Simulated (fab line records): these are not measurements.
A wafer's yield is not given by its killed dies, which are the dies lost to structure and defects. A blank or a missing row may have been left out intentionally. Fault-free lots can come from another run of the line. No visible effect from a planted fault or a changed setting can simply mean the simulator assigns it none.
A lot that was struck, set against a sound lot || flow n5-finfet || 13 steps out of a route of 1938
Sound: these wafers, L950.1, L950.2, L950.6. The struck wafers were L960.1, L960.3, L960.6. The cause comes at the end.
At each step with rows: each side's tool, then ch and its chambers, then its first start. Under that, the readings that differ: sound wafers || struck wafers || difference of the means || sigmas: that difference in standard deviations of wafers without a fault.
alike: words and numbers the same on both sides, and readings whose means are apart by under 2 such deviations; not compared: readings that were withheld, readings missing a value for some wafer, numbers with overlapping values and no deviation given by the record, and bounds like >300 which may hide the same value.
Wherever a step has rows on one side only, a row that says differs or no value, or a row with sigmas, the two part there. Numbers that don't overlap but have no deviation are shown without sigmas and don't part them. A reading that every wafer of one side lacks parts them only if that side has two wafers or more.

first, 9 steps without rows for these wafers: N5_HKMG_FIN_SOFTBAKE_44 (time 60 s); N5_HKMG_FIN_EXPOSE_46 (exposes mask NDIPOLE); N5_HKMG_FIN_PEB_47 (peb time 60 s); N5_HKMG_FIN_DEVELOP_48 (develop time 30 s); N5_HKMG_FIN_DESCUM_53 (chemistry O2, time 7.9 s); N5_HKMG_FIN_ETCH_54 (etches SiARC in CF4, target depth 45.5 nm, time 75.8 s); N5_HKMG_FIN_ETCH_55 (etches SOC in N2/H2, target depth 240 nm, time 300 s); N5_HKMG_FIN_STRIP_56 (strips in N2/H2); N5_HKMG_FIN_STRIP_57 (strips in CF4).
N5_HKMG_FIN_ETCH_58: etches SOC in N2/H2, target depth 215.8 nm, time 741 s.
  sound on rie-diel-05 ch 0,2,3, day 4 11:08; struck on rie-diel-05 ch 1,3, day 7 08:03
{"reading": "rf-fwd-power-W (W)", "sound": "875.1 870.4 879.1", "struck": "666.2 663.3 663.1", "difference": -210.7, "sigmas": -88}
{"reading": "rf-vpp-V (V)", "sound": "99.8 100.5 97.9", "struck": "108.3 110.2 107.5", "difference": "+9.3", "sigmas": "+11"}
{"reading": "model.etch.depth-nm (nm)", "sound": "225 203 224.6", "struck": "158.4 167.7 167.3", "difference": -53.1, "sigmas": ""}
{"reading": "model.SOC_of_HKMG_FIN_COAT_41.thk-nm (nm)", "sound": "74.2 95.8 74.6", "struck": "140 131.8 132.4", "difference": "+53", "sigmas": ""}
{"reading": "model.HKMG_FIN.feature-depth-nm (nm)", "sound": "225 203 224.6", "struck": "158.4 167.6 167.2", "difference": -53.1, "sigmas": ""}
  alike: chamber-pressure-mTorr, drypump-motor-current-A, oes-product-au, showerhead-plenum-p-Torr, throttle-valve-pct
  not compared: rf-hours-counter-h
N5_HKMG_FIN_STRIP_93: strips SOC in N2/H2, time 20 s.
  sound on rie-diel-05 ch 0,2,3, day 4 11:34; struck on rie-diel-05 ch 1,3, day 7 08:29
{"reading": "model.SOC_of_HKMG_FIN_COAT_41.thk-nm (nm)", "sound": "63.8 86.2 64", "struck": "130.4 122 122.4", "difference": "+53.6", "sigmas": ""}
  alike: bias-power-w, chamber-pressure-mTorr, drypump-motor-current-A, oes-product-au, rf-vpp-V, showerhead-plenum-p-Torr, throttle-valve-pct
  not compared: rf-hours-counter-h
then, 1 step without rows for these wafers: N5_HKMG_FIN_WET_ETCH_76 (etches Al2O3 in dNH4OH, stops on La2O3, target depth 2.25 nm, rinse time 30 s).
-- here the record skips 4 days between the struck wafers' starts before and after, leaving off in module HKMG_FIN and picking up in module BEOL_M4 (first step shown: number 1111 of the route) --
N5_BEOL_M4_RC_MEAS_101:
  sound on prober-02 ch 0, day 8 12:55; struck on prober-02 ch 0, day 11 02:17
  alike: DIBL_N, DIBL_P, IOFF_N, IOFF_P, ION_N, ION_P, SS_N, SS_P, VT_N, VT_P

## WHERE THEY PART
Only at N5_HKMG_FIN_ETCH_58, within this record. Later steps at which nothing parts them and some readings are alike: N5_HKMG_FIN_STRIP_93, N5_BEOL_M4_RC_MEAS_101.

WHY: what had been put in by the simulator
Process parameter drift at N5_HKMG_FIN_ETCH_58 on rie-diel-05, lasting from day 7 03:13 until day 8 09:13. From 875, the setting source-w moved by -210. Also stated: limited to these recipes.
